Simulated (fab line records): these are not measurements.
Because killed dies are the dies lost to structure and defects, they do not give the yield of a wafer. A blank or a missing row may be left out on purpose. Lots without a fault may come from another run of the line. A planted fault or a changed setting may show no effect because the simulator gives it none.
Chamber matching :: flow n5-finfet :: N5_BEOL_M12_TRENCH_ETCH_34 on rie-diel-04: 4 sister chambers
The step etches SiOC in C4F8/O2/Ar, target depth 318.95 nm, time 125.5 s. 20 wafers are shown with their chamber, then 10 later ones without.

== WAFERS, EACH WITH ITS CHAMBER ==
wafer: L076.1
chamber: 0
showerhead-plenum-p-Torr (Torr): 3.39
throttle-valve-pct (%): 24.02
oes-product-au (a.u.): 0.74

wafer: L076.2
chamber: 1
showerhead-plenum-p-Torr (Torr): 3.34
throttle-valve-pct (%): 23.68
oes-product-au (a.u.): 0.88

wafer: L076.4
chamber: 2
showerhead-plenum-p-Torr (Torr): 3.54
throttle-valve-pct (%): 24.47
oes-product-au (a.u.): 0.72

wafer: L074.2
chamber: 2
showerhead-plenum-p-Torr (Torr): 3.54
throttle-valve-pct (%): 24.47
oes-product-au (a.u.): 0.71

wafer: L074.3
chamber: 3
showerhead-plenum-p-Torr (Torr): 3.62
throttle-valve-pct (%): 24.04
oes-product-au (a.u.): 0.87

wafer: L074.4
chamber: 0
showerhead-plenum-p-Torr (Torr): 3.39
throttle-valve-pct (%): 24.02
oes-product-au (a.u.): 0.74

wafer: L077.1
chamber: 3
showerhead-plenum-p-Torr (Torr): 3.61
throttle-valve-pct (%): 24.04
oes-product-au (a.u.): 0.86

wafer: L077.4
chamber: 1
showerhead-plenum-p-Torr (Torr): 3.33
throttle-valve-pct (%): 23.69
oes-product-au (a.u.): 0.88

wafer: L077.6
chamber: 0
showerhead-plenum-p-Torr (Torr): 3.39
throttle-valve-pct (%): 24.02
oes-product-au (a.u.): 0.73

wafer: L079.1
chamber: 3
showerhead-plenum-p-Torr (Torr): 3.61
throttle-valve-pct (%): 24.04
oes-product-au (a.u.): 0.86

wafer: L079.2
chamber: 0
showerhead-plenum-p-Torr (Torr): 3.38
throttle-valve-pct (%): 24.03
oes-product-au (a.u.): 0.73

wafer: L079.6
chamber: 0
showerhead-plenum-p-Torr (Torr): 3.38
throttle-valve-pct (%): 24.04
oes-product-au (a.u.): 0.74

wafer: L085.1
chamber: 3
showerhead-plenum-p-Torr (Torr): 3.60
throttle-valve-pct (%): 24.07
oes-product-au (a.u.): 0.85

wafer: L085.3
chamber: 2
showerhead-plenum-p-Torr (Torr): 3.53
throttle-valve-pct (%): 24.51
oes-product-au (a.u.): 0.71

wafer: L085.5
chamber: 2
showerhead-plenum-p-Torr (Torr): 3.53
throttle-valve-pct (%): 24.51
oes-product-au (a.u.): 0.71

wafer: L086.1
chamber: 1
showerhead-plenum-p-Torr (Torr): 3.32
throttle-valve-pct (%): 23.73
oes-product-au (a.u.): 0.83

wafer: L086.2
chamber: 0
showerhead-plenum-p-Torr (Torr): 3.38
throttle-valve-pct (%): 24.07
oes-product-au (a.u.): 0.73

wafer: L086.3
chamber: 2
showerhead-plenum-p-Torr (Torr): 3.53
throttle-valve-pct (%): 24.50
oes-product-au (a.u.): 0.70

wafer: L088.1
chamber: 3
showerhead-plenum-p-Torr (Torr): 3.60
throttle-valve-pct (%): 24.08
oes-product-au (a.u.): 0.82

wafer: L088.4
chamber: 0
showerhead-plenum-p-Torr (Torr): 3.37
throttle-valve-pct (%): 24.07
oes-product-au (a.u.): 0.72

SIGNATURES (means of the wafers above)
reading: showerhead-plenum-p-Torr
chamber 0: 3.3829
chamber 1: 3.3300
chamber 2: 3.5340
chamber 3: 3.6080
scatter within a chamber: 0.00768

reading: throttle-valve-pct
chamber 0: 24.0386
chamber 1: 23.7000
chamber 2: 24.4920
chamber 3: 24.0540
scatter within a chamber: 0.0219

reading: oes-product-au
chamber 0: 0.7329
chamber 1: 0.8633
chamber 2: 0.7100
chamber 3: 0.8520
scatter within a chamber: 0.0152
Rule: for each reading, subtract the chamber's mean from the wafer's reading, divide by that reading's scatter and square the result; add these up over the readings and take the root, which gives the wafer's distance from the chamber. The wafer belongs to the nearest chamber; if the next one is less than 2 further off, it can't be placed. How the scatter is found: for the shown wafers, subtract from each reading the mean of its chamber, square and add these, divide the total by (wafers less chambers), then take the root.

== WAFERS WITH NO CHAMBER GIVEN ==
wafer: L088.5
showerhead-plenum-p-Torr (Torr): 3.60
throttle-valve-pct (%): 24.07
oes-product-au (a.u.): 0.82

wafer: L089.3
showerhead-plenum-p-Torr (Torr): 3.52
throttle-valve-pct (%): 24.52
oes-product-au (a.u.): 0.69

wafer: L089.5
showerhead-plenum-p-Torr (Torr): 3.32
throttle-valve-pct (%): 23.73
oes-product-au (a.u.): 0.82

wafer: L089.6
showerhead-plenum-p-Torr (Torr): 3.52
throttle-valve-pct (%): 24.51
oes-product-au (a.u.): 0.69

wafer: L093.1
showerhead-plenum-p-Torr (Torr): 3.32
throttle-valve-pct (%): 23.73
oes-product-au (a.u.): 0.82

wafer: L093.2
showerhead-plenum-p-Torr (Torr): 3.59
throttle-valve-pct (%): 24.09
oes-product-au (a.u.): 0.82

wafer: L093.4
showerhead-plenum-p-Torr (Torr): 3.37
throttle-valve-pct (%): 24.06
oes-product-au (a.u.): 0.71

wafer: L097.1
showerhead-plenum-p-Torr (Torr): 3.59
throttle-valve-pct (%): 24.09
oes-product-au (a.u.): 0.81

wafer: L097.4
showerhead-plenum-p-Torr (Torr): 3.36
throttle-valve-pct (%): 24.08
oes-product-au (a.u.): 0.70

wafer: L097.5
showerhead-plenum-p-Torr (Torr): 3.59
throttle-valve-pct (%): 24.09
oes-product-au (a.u.): 0.81

== THE CHAMBER EACH PASSED THROUGH ==
wafer: L088.5
from the rows above: 3
in truth: 3

wafer: L089.3
from the rows above: 2
in truth: 2

wafer: L089.5
from the rows above: 1
in truth: 1

wafer: L089.6
from the rows above: 2
in truth: 2

wafer: L093.1
from the rows above: 1
in truth: 1

wafer: L093.2
from the rows above: 3
in truth: 3

wafer: L093.4
from the rows above: 0
in truth: 0

wafer: L097.1
from the rows above: 3
in truth: 3

wafer: L097.4
from the rows above: 0
in truth: 0

wafer: L097.5
from the rows above: 3
in truth: 3
Correct placement for 10 of the 10. Left unplaced by these rows: 0. Number placed wrongly: 0.
